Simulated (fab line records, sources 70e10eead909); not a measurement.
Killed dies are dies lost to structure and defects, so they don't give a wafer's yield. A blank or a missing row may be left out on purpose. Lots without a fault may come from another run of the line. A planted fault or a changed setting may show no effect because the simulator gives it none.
Chamber matching | flow nand_harc | NHARC_A_BONDPAD_ETCH_12 on rie_diel-05: 4 sister chambers
The step etches the open film in CHF3/O2, target depth 220 nm, time 110 s. 14 wafers are shown with their chamber, then 7 later ones without.

WAFERS WITH THEIR CHAMBER
wafer  | chamber | showerhead_plenum_p_Torr (Torr) | drypump_motor_current_A (A) | rf_vpp_V (V)
L918.1 | 3       | 2.58                            | 6.2                         | 373.3
L918.3 | 1       | 2.35                            | 6.1                         | 370.0
L918.5 | 2       | 2.29                            | 5.2                         | 366.6
L921.4 | 3       | 2.58                            | 6.2                         | 373.1
L921.5 | 3       | 2.58                            | 6.2                         | 374.0
L921.6 | 0       | 2.44                            | 5.0                         | 371.1
L923.3 | 0       | 2.44                            | 5.0                         | 371.0
L923.5 | 2       | 2.29                            | 5.2                         | 367.3
L923.6 | 1       | 2.35                            | 6.1                         | 371.0
L937.3 | 1       | 2.35                            | 6.1                         | 371.0
L937.4 | 3       | 2.57                            | 6.2                         | 374.1
L937.6 | 1       | 2.35                            | 6.1                         | 372.0
L936.1 | 1       | 2.35                            | 6.1                         | 370.6
L936.2 | 2       | 2.28                            | 5.3                         | 367.7

SIGNATURES (means of the wafers above)
reading                  | chamber 0 | chamber 1 | chamber 2 | chamber 3 | scatter within a chamber
showerhead_plenum_p_Torr | 2.4400    | 2.3500    | 2.2867    | 2.5775    | 0.00376
drypump_motor_current_A  | 5.000     | 6.100     | 5.233     | 6.200     | 0.0258
rf_vpp_V                 | 371.050   | 370.920   | 367.200   | 373.625   | 0.592
Rule: a wafer's distance from a chamber is the root of the sum, over the readings, of the square of ((its reading less the chamber's mean) divided by the reading's scatter). The wafer belongs to the nearest chamber; if the next one is less than 2 further off, it can't be placed. The scatter: the root of (the sum of the squares of (reading less its chamber's mean) over the shown wafers, divided by (wafers less chambers)).

WAFERS WITHOUT THEIR CHAMBER
wafer  | showerhead_plenum_p_Torr (Torr) | drypump_motor_current_A (A) | rf_vpp_V (V)
L936.3 | 2.44                            | 5.0                         | 370.3
L938.2 | 2.57                            | 6.2                         | 374.5
L938.5 | 2.44                            | 5.0                         | 371.5
L938.6 | 2.57                            | 6.2                         | 375.3
L940.1 | 2.57                            | 6.2                         | 373.3
L940.3 | 2.35                            | 6.1                         | 369.2
L940.4 | 2.28                            | 5.3                         | 368.0

WHICH CHAMBER EACH WENT THROUGH
wafer  | from the rows above | in truth
L936.3 | 0                   | 0
L938.2 | 3                   | 3
L938.5 | 0                   | 0
L938.6 | 3                   | 3
L940.1 | 3                   | 3
L940.3 | 1                   | 1
L940.4 | 2                   | 2
Placed correctly: 7 of 7. Can't be placed from these rows: 0. Placed wrongly: 0.
